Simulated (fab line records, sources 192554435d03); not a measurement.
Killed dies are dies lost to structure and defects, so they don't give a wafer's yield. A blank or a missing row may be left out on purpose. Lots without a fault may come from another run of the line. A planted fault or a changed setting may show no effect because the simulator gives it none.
Chamber matching | flow n5_finfet | N5_BEOL_M8_CMP_52 on cmp-01: 4 sister chambers
The step polishes, stops on SiCOH lowk, t overpolish 6.9 s, target thk 80 nm. 4 wafers are shown with their chamber, then 10 later ones without.

WAFERS WITH THEIR CHAMBER
wafer  | chamber | motor_current_A (A)
L087.5 | 1       | 5.3
L089.3 | 0       | 5.8
L088.1 | 2       | 5.6
L088.4 | 3       | 5.9

WAFERS WITHOUT THEIR CHAMBER
wafer  | motor_current_A (A)
L088.5 | 6.1
L092.2 | 5.9
L092.4 | 5.9
L092.6 | 6.1
L094.1 | 5.1
L094.2 | 5.9
L094.6 | 5.6
L096.1 | 5.2
L096.4 | 5.8
L096.6 | 5.3

WHICH CHAMBER EACH WENT THROUGH
wafer  | from the rows above          | in truth
L088.5 | can't be placed: 3 or 0      | 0
L092.2 | can't be placed: 3 or 0      | 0
L092.4 | can't be placed: 3 or 0      | 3
L092.6 | can't be placed: 3 or 0      | 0
L094.1 | 1                            | 1
L094.2 | can't be placed: 3 or 0      | 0
L094.6 | can't be placed: 2 or 0      | 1
L096.1 | 1                            | 1
L096.4 | can't be placed: 0 or 3 or 2 | 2
L096.6 | 1                            | 1
Placed correctly: 3 of 10. Can't be placed from these rows: 7 (the true chamber is among the candidates in 6). Placed wrongly: 0.
How it was worked out, from the rows above alone: a wafer's distance from a chamber is the root of the sum, over the readings, of the square of ((its reading less the chamber's mean) divided by the reading's scatter). The wafer belongs to the nearest chamber; if the next one is less than 2 further off, it can't be placed. A chamber's mean is the mean of its shown wafers. The scatter: with one shown wafer a chamber, the root of the mean of the squares of how far each hidden wafer lies from its nearest shown one.
